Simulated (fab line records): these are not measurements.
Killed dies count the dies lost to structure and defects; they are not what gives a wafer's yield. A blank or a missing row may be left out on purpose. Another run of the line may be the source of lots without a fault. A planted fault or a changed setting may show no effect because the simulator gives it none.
fab line records -- flow nand_harc
record: lots: 12, wafers: 36, last_day: 24
route steps=1159 shown A_M1@1056 A_BONDPAD@1080 END@1159
lots untouched by any fault: they come from a run of this same line in which no faults occurred
start_h: start of the lot's first displayed wafer, in hours after the record's first day -- wait_h: hours since the lot's step before -- " unchanged from the row above -- L1.1+2: several wafers, shown together as one row -- - either no value or no given start -- * or withheld: withheld -- < > ~ a bound
route shown NAME@n: a module of which the file shows steps, and the number in the route of the first -- usual: mean/standard deviation of fault-free wafers -- same: alike in all rows -- chamber/n: place in a boat -- sites: readings site by site -- _std_site: the standard deviation of these -- _edge_site: inner sites' mean taken away from outer sites' mean -- radius_mm: how far each site lies from the wafer's centre -- mask NAME#n: copy n -- behind: the last tool/chamber to shape the wafer -- hold: what put the lot on hold/how long, in hours/how the hold closed -- device: which transistor (n, p or np) failed to switch -- end of line: tests run on the same wafers once the route is complete -- where a step has no rows: the recipe by itself -- killed: at the first sort, the dies lost to defects and structure; wafer yield is something else -- map: the dies of a wafer, with x for killed, . for not killed, _ for no die there
set.NAME: setting as actually run; set.NAME@STEP: the setting as run at that earlier step -- model.NAME: the simulator's own value behind a step, which no gauge read
route steps across a sampled set of lots; one table per step, one row per wafer
services: the hour from which a tool's chamber was out of use, counted from the record's first day as start_h (under 0 if before that day), plus the number of hours and why
== steps ==
step: NHARC_A_M1_INSPECT_27
usual: raw_defect_count: 452/110
lot.wafer,tool,chamber,start_h,wait_h,raw_defect_count
L159.3,defect_inspect-01,-,429.65,0.0,529
L159.4,defect_inspect-01,-,429.65,0.0,423
L159.5,defect_inspect-01,-,429.65,0.0,388
L163.1,defect_inspect-01,-,462.58,0.0,560
L163.2,defect_inspect-01,-,462.58,0.0,463
L163.6,defect_inspect-01,-,462.58,0.0,491
L165.1,defect_inspect-01,-,463.36,0.0,360
L165.3,defect_inspect-01,-,463.36,0.0,359
L165.6,defect_inspect-01,-,463.36,0.0,466
L162.2,defect_inspect-02,-,466.45,0.0,449
L162.4,defect_inspect-02,-,466.45,0.0,556
L162.6,defect_inspect-02,-,466.45,0.0,416
L167.1,defect_inspect-02,-,467.41,0.0,510
L167.2,defect_inspect-02,-,467.41,0.0,443
L167.4,defect_inspect-02,-,467.41,0.0,461
L169.2,defect_inspect-01,-,476.66,0.0,770
L169.4,defect_inspect-01,-,476.66,0.0,858
L169.5,defect_inspect-01,-,476.66,0.0,635
L168.1,defect_inspect-01,-,477.34,0.0,440
L168.3,defect_inspect-01,-,477.34,0.0,468
L168.5,defect_inspect-01,-,477.34,0.0,342
L170.4,defect_inspect-02,-,479.87,0.0,749
L170.5,defect_inspect-02,-,479.87,0.0,791
L170.6,defect_inspect-02,-,479.87,0.0,569
L176.2,defect_inspect-01,-,511.91,0.0,454
L176.4,defect_inspect-01,-,511.91,0.0,455
L176.6,defect_inspect-01,-,511.91,0.0,325
L171.3,defect_inspect-01,-,512.60,0.0,349
L171.4,defect_inspect-01,-,512.60,0.0,299
L171.6,defect_inspect-01,-,512.60,0.0,309
L177.1,defect_inspect-01,-,525.70,0.0,359
L177.2,defect_inspect-01,-,525.70,0.0,346
L177.5,defect_inspect-01,-,525.70,0.0,331
L178.2,defect_inspect-01,-,530.82,0.0,420
L178.4,defect_inspect-01,-,530.82,0.0,598
L178.6,defect_inspect-01,-,530.82,0.0,510
step: NHARC_A_BONDPAD_ETCH_24
recipe: target_depth_a: 300, over_etch_frac: 0.3, time_s: 72.99, ion_energy_ev: 150, cf4_flow_sccm: 50, n2_flow_sccm: 100, ar_flow_sccm: 150, rf_w: 300, bias_w: 100, chemistry: CF4/N2
usual: bias_w: 99.98/0.29, cf4_flow_sccm: 50.01/0.14, drypump_motor_current_A: 5.58/0.29, oes_product_au: 1.000/0.0085, rf_vpp_V: 314.9/1.9, showerhead_plenum_p_Torr: 2.67/0.11, throttle_valve_pct: 19.794/0.01
lot.wafer,tool,chamber,start_h,wait_h,bias_w,cf4_flow_sccm,drypump_motor_current_A,oes_product_au,rf_hours_counter_h,rf_vpp_V,showerhead_plenum_p_Torr,throttle_valve_pct
L159.3,rie_diel-03,0,432.53,-,100.02,50.03,5.58,0.999,1,316.1,2.66,19.790
L159.4,rie_diel-03,2,432.53,-,99.98,49.97,5.64,1.002,1,316.7,2.77,19.807
L159.5,rie_diel-03,0,432.53,-,99.98,50.17,5.59,1.002,-,314.2,2.66,19.799
L163.2,rie_diel-03,0,465.62,-,99.70,49.90,5.62,0.994,2,315.9,2.66,19.812
L163.1,rie_diel-03,1,465.62,-,99.89,50.03,5.22,0.990,2,311.1,2.50,19.802
L163.6,rie_diel-03,1,465.62,-,100.11,50.13,5.23,0.985,-,312.6,2.50,19.796
L165.1,rie_diel-03,3,466.18,-,100.05,49.89,5.73,1.006,2,316.1,2.77,19.787
L165.3,rie_diel-03,1,466.18,-,99.72,49.86,5.23,0.995,2,312.4,2.50,19.786
L165.6,rie_diel-03,3,466.18,-,100.20,50.03,5.76,1.006,-,315.9,2.77,19.782
L162.2,rie_diel-12,0,469.15,-,99.63,50.28,5.36,1.008,13,313.7,2.59,19.814
L162.4,rie_diel-12,1,469.15,-,99.94,49.92,6.21,1.002,14,316.6,2.71,19.813
L162.6,rie_diel-12,3,469.15,-,100.16,49.94,5.24,0.999,-,316.5,2.74,19.814
L167.2,rie_diel-12,0,470.23,-,99.72,50.02,5.40,1.004,14,313.7,2.59,19.814
L167.4,rie_diel-12,2,470.23,-,100.46,49.73,6.24,1.004,15,315.5,2.78,19.781
L167.1,rie_diel-12,3,470.23,-,99.99,50.12,5.22,1.002,15,315.2,2.74,19.794
L169.4,rie_diel-03,2,479.36,-,99.70,50.20,5.67,1.017,3,315.9,2.77,19.803
L169.2,rie_diel-03,3,479.36,-,99.87,49.89,5.76,0.997,3,316.1,2.77,19.797
L169.5,rie_diel-03,2,479.36,-,100.00,50.32,5.65,1.006,-,316.9,2.76,19.807
L168.3,rie_diel-03,2,480.02,-,99.92,50.23,5.66,1.007,3,315.4,2.76,19.785
L168.1,rie_diel-03,3,480.02,-,100.41,50.29,5.73,1.001,3,316.4,2.77,19.798
L168.5,rie_diel-03,1,480.02,-,100.04,50.08,5.24,0.993,-,311.8,2.50,19.789
L170.4,rie_diel-03,1,482.70,-,100.06,50.12,5.22,0.992,3,310.9,2.50,19.784
L170.6,rie_diel-03,1,482.70,-,99.76,49.75,5.24,0.997,-,310.3,2.50,19.796
L170.5,rie_diel-03,2,482.70,-,100.28,49.89,5.63,0.991,-,316.3,2.76,19.810
L176.2,rie_diel-03,0,514.47,-,100.03,49.99,5.59,0.989,4,314.4,2.66,19.803
L176.4,rie_diel-03,1,514.47,-,99.93,49.95,5.22,0.991,5,312.9,2.50,19.800
L176.6,rie_diel-03,3,514.47,-,100.17,49.94,5.78,1.007,-,316.5,2.77,19.787
L171.4,rie_diel-03,3,515.33,-,100.37,49.91,5.70,0.994,5,317.2,2.77,19.800
L171.3,rie_diel-03,0,515.33,-,100.11,49.91,5.63,1.002,5,316.1,2.66,19.790
L171.6,rie_diel-03,1,515.33,-,100.17,50.14,5.21,0.997,-,313.1,2.50,19.790
L177.2,rie_diel-03,1,528.64,-,-,-,-,-,-,-,-,-
L177.1,rie_diel-03,2,528.64,-,-,-,-,-,-,-,-,-
L177.5,rie_diel-03,0,528.64,-,-,-,-,-,-,-,-,-
L178.4,rie_diel-03,0,533.37,-,-,-,-,-,-,-,-,-
L178.2,rie_diel-03,1,533.37,-,-,-,-,-,-,-,-,-
L178.6,rie_diel-03,1,533.37,-,-,-,-,-,-,-,-,-
step: NHARC_A_BONDPAD_PVD_27
recipe: target_thk_a: 300, chamber_pressure_pa: 5, power_w: 5000, substrate_temp_c: 30, time_s: 20.49, material: Cu
usual: throttle_valve_pct: 29.9/1
lot.wafer,tool,chamber,start_h,wait_h,throttle_valve_pct
L159.4,pvd_sputter-03,-,-,-,29.2
L159.3,pvd_sputter-03,-,-,-,31.2
L159.5,pvd_sputter-03,-,-,-,30.6
L163.2,pvd_sputter-02,-,-,-,30.0
L163.1,pvd_sputter-02,-,-,-,29.6
L163.6,pvd_sputter-02,-,-,-,29.4
L165.1,pvd_sputter-01,-,-,-,30.7
L165.3,pvd_sputter-01,-,-,-,28.5
L165.6,pvd_sputter-01,-,-,-,30.7
L162.4,pvd_sputter-03,-,-,-,28.9
L162.2,pvd_sputter-03,-,-,-,29.0
L162.6,pvd_sputter-03,-,-,-,28.9
L167.2,pvd_sputter-03,-,-,-,31.1
L167.4,pvd_sputter-03,-,-,-,29.1
L167.1,pvd_sputter-03,-,-,-,29.0
L169.4,pvd_sputter-02,-,-,-,30.0
L169.2,pvd_sputter-02,-,-,-,29.4
L169.5,pvd_sputter-02,-,-,-,30.4
L168.3,pvd_sputter-03,-,-,-,28.9
L168.1,pvd_sputter-03,-,-,-,28.9
L168.5,pvd_sputter-03,-,-,-,28.9
L170.4,pvd_sputter-01,-,-,-,30.8
L170.5,pvd_sputter-01,-,-,-,30.5
L170.6,pvd_sputter-01,-,-,-,28.4
L176.2,pvd_sputter-03,-,-,-,29.1
L176.4,pvd_sputter-03,-,-,-,28.9
L176.6,pvd_sputter-03,-,-,-,30.9
L171.3,pvd_sputter-02,-,-,-,30.3
L171.4,pvd_sputter-02,-,-,-,29.1
L171.6,pvd_sputter-02,-,-,-,30.2
L177.2,pvd_sputter-03,-,-,-,31.8
L177.1,pvd_sputter-03,-,-,-,29.2
L177.5,pvd_sputter-03,-,-,-,28.7
L178.4,pvd_sputter-02,-,-,-,30.4
L178.2,pvd_sputter-02,-,-,-,30.5
L178.6,pvd_sputter-02,-,-,-,29.0
step: NHARC_A_BONDPAD_CMP_19
recipe: t_overpolish_s: 30, cu_recess_touch_s: 16, target_thk_nm: 169.8
usual: motor_current_A: 12.0/0.86, overpolish_run_s: 30.001/0.0095, pad_life_wafers: 292/130
same: cu_recess_touch_s: 16
lot.wafer,tool,chamber,start_h,wait_h,motor_current_A,overpolish_run_s,pad_life_wafers
L159.4,cmp-04,0,434.25,-,11.8,30.006,175
L159.3,cmp-04,2,434.25,-,12.5,29.998,177
L159.5,cmp-04,0,434.25,-,12.1,29.989,-
L163.2,cmp-01,1,467.58,-,13.3,30.005,410
L163.1,cmp-01,2,467.58,-,12.5,30.002,411
L163.6,cmp-01,0,467.58,-,11.7,30.007,-
L165.3,cmp-01,3,468.13,-,11.0,29.997,414
L165.1,cmp-01,0,468.13,-,12.8,29.989,415
L165.6,cmp-01,3,468.13,-,11.6,29.997,-
L162.2,cmp-01,2,470.69,-,12.8,30.013,445
L162.4,cmp-01,0,470.69,-,11.9,30.003,447
L162.6,cmp-01,2,470.69,-,12.6,29.996,-
L167.2,cmp-03,2,471.75,-,13.0,29.995,90
L167.4,cmp-03,3,471.75,-,11.6,29.994,91
L167.1,cmp-03,1,471.75,-,10.8,30.000,93
L169.2,cmp-03,0,480.88,-,10.3,30.008,144
L169.4,cmp-03,1,480.88,-,11.4,29.981,145
L169.5,cmp-03,1,480.88,-,11.8,30.011,-
L168.1,cmp-03,1,481.52,-,10.6,30.010,151
L168.3,cmp-03,2,481.52,-,12.7,30.008,152
L168.5,cmp-03,0,481.52,-,10.8,29.991,-
L170.4,cmp-04,1,484.23,-,11.2,29.999,535
L170.5,cmp-04,0,484.23,-,12.6,30.014,-
L170.6,cmp-04,1,484.23,-,11.9,29.998,-
L176.2,cmp-04,0,515.96,-,12.5,29.999,96
L176.4,cmp-04,2,515.96,-,12.3,29.999,98
L176.6,cmp-04,1,515.96,-,11.2,29.998,-
L171.4,cmp-03,3,516.81,-,11.4,29.993,330
L171.3,cmp-03,1,516.81,-,10.7,29.981,332
L171.6,cmp-03,3,516.81,-,11.7,30.007,-
L177.1,cmp-01,2,530.18,-,12.7,30.006,295
L177.2,cmp-01,3,530.18,-,11.7,29.995,296
L177.5,cmp-01,2,530.18,-,12.2,30.001,-
L178.2,cmp-04,1,534.96,-,10.8,29.998,228
L178.4,cmp-04,0,534.96,-,12.3,29.995,231
L178.6,cmp-04,1,534.96,-,11.3,30.004,-
step: NHARC_END_SORT_01
recipe: temp_c: 25
usual: defect_limited_yield: 95.2/1.3, killed_at_array: 29/9.4, killed_at_other: 0.7/1.3, killed_at_periphery: 2.9/2.1, killed_dies: 32/9, killed_open: 3.3/1.8, killed_short: 1.9/1.4, sort_bin_2_pct: 1.4/0.53, sort_bin_3_pct: 0.28/0.21, sort_bin_4_pct: 3.1/0.91, sort_n_pass: 645/9, sort_rim_yield_pct: 97.4/1.7, sort_yield_pct: 95.2/1.3
same: gross_dies: 677, sort_bin_5_pct[%]: 0, sort_bin_6_pct[%]: 0, sort_bin_7_pct[%]: 0, sort_bin_8_pct[%]: 0, sort_rim_n_gross: 106.00
lot.wafer,tool,chamber,start_h,wait_h,defect_limited_yield[%],killed_at_array,killed_at_other,killed_at_periphery,killed_dies,killed_open,killed_short,sort_bin_2_pct[%],sort_bin_3_pct[%],sort_bin_4_pct[%],sort_n_pass,sort_rim_yield_pct[%],sort_yield_pct[%]
L177.1,prober-02,0,571.31,2.5,0,676,0,1,677,5,2,97.6,0.15,2.2,0,0,0
L177.2,prober-02,0,572.11,2.8,0,672,0,5,677,6,1,96.6,0.15,3.2,0,0,0
L177.5,prober-02,0,574.51,3.7,0,674,0,3,677,6,1,95.7,0.59,3.7,0,0,0
L178.2,prober-01,0,572.24,2.8,0,675,0,2,677,2,1,94.8,0.59,4.6,0,0,0
L178.4,prober-01,0,573.84,3.4,0,672,0,5,677,7,1,95.4,0.15,4.4,0,0,0
L178.6,prober-01,0,575.45,4.0,0,675,0,2,677,3,3,95.0,0,5.0,0,0,0
killed by level:class
L177.1 A_BONDPAD:area_etch=648 A_CHANNEL_HOLE_D1:chamber_film_flake=19 A_WL_FILL:geometric_particle:short=2 A_CONTACT:geometric_particle:open=2 P_STI:geometric_particle:open=1 A_SOURCE_PLATE:geometric_particle:open=1 A_M0:geometric_particle:open=1 A_ZERO_WELL:chamber_film_flake=1
L177.2 A_BONDPAD:area_etch=641 A_CHANNEL_HOLE_D1:chamber_film_flake=22 A_CHANNEL_FILL_D1:geometric_particle:open=2 A_SLIT:chamber_film_flake=2 A_CONTACT:chamber_film_flake=2 P_GATE:geometric_particle:open=1 P_CONTACT:geometric_particle:open=1 P_M0:geometric_particle:open=1
L178.2 A_BONDPAD:area_etch=628 A_CHANNEL_HOLE_D1:chamber_film_flake=22 A_SLIT:chamber_film_flake=21 A_ONON_D1:geometric_particle:short=1 A_CHANNEL_FILL_D1:geometric_particle:open=1 A_M0:geometric_particle:open=1 P_ZERO_WELL:chamber_film_flake=1 P_STI:chamber_film_flake=1
L178.4 A_BONDPAD:area_etch=630 A_CHANNEL_HOLE_D1:chamber_film_flake=20 A_SLIT:chamber_film_flake=16 A_CONTACT:geometric_particle:open=2 P_STI:geometric_particle:open=1 P_M0:geometric_particle:open=1 P_M2:geometric_particle:open=1 A_CHANNEL_FILL_D1:geometric_particle:short=1
L177.5 A_BONDPAD:area_etch=638 A_CHANNEL_HOLE_D1:chamber_film_flake=23 A_CONTACT:chamber_film_flake=3 A_ONON_D1:geometric_particle:open=2 A_CONTACT:geometric_particle:open=2 P_STI:chamber_film_flake=2 A_STAIRCASE:chamber_film_flake=2 A_WL_FILL:chamber_film_flake=2
L178.6 A_BONDPAD:area_etch=628 A_CHANNEL_HOLE_D1:chamber_film_flake=22 A_SLIT:chamber_film_flake=17 A_WL_FILL:geometric_particle:short=2 A_CONTACT:geometric_particle:open=2 A_STAIRCASE:chamber_film_flake=2 A_ONON_D1:geometric_particle:open=1 A_SGD_CUT:geometric_particle:short=1
== services ==
tool,chamber,start_h,hours,kind
cmp-01,-,417.54,3.8,repair
rie_diel-03,0,425.80,-,clean
rie_diel-03,1,425.80,-,clean
rie_diel-03,2,425.80,-,clean
rie_diel-03,3,425.80,-,clean
cmp-01,-,449.54,2.0,repair
cmp-03,-,449.90,4.4,repair
rie_diel-03,0,450.30,-,clean
rie_diel-03,1,450.30,-,clean
rie_diel-03,2,450.30,-,clean
rie_diel-03,3,450.30,-,clean
pvd_sputter-03,-,458.02,10.0,pm
rie_diel-03,0,474.80,-,clean
rie_diel-03,1,474.80,-,clean
rie_diel-03,2,474.80,-,clean
rie_diel-03,3,474.80,-,clean
cmp-01,-,478.34,4.0,pm
cmp-04,-,497.00,4.0,pm
rie_diel-03,0,499.30,-,clean
rie_diel-03,1,499.30,-,clean
rie_diel-03,2,499.30,-,clean
rie_diel-03,3,499.30,-,clean
pvd_sputter-01,-,514.06,10.0,pm
cmp-03,-,534.43,2.8,repair
== key ==
first_sign: step: NHARC_A_BONDPAD_ETCH_24, reading: tool_record, direction: missing
effect: step: NHARC_END_SORT_01, reading: sort_bin_2_pct, direction: up, sigmas: 99+, usual: 1.4, struck: 95.9
more_kills_born_at: NHARC_A_BONDPAD_ETCH_24@rie_diel-03: 3813
met_at NHARC_A_BONDPAD_ETCH_24
struck_lots L177,L178
later_rows_left_out L177.1,L177.2,L177.5,L178.2,L178.4,L178.6
not_acting_at NHARC_A_M1_INSPECT_27,NHARC_A_BONDPAD_PVD_27,NHARC_A_BONDPAD_CMP_19
onset_between 515.33 528.64
fault: kind: skipped_step_whole, tool: rie_diel-03, chamber: -, onset_h: 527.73, steps: NHARC_A_BONDPAD_ETCH_24, scope: struck_lots_only
later_rows_left_out: the simulator's readings of these wafers behind a module that went badly wrong aren't trusted and aren't shown, but for the sort
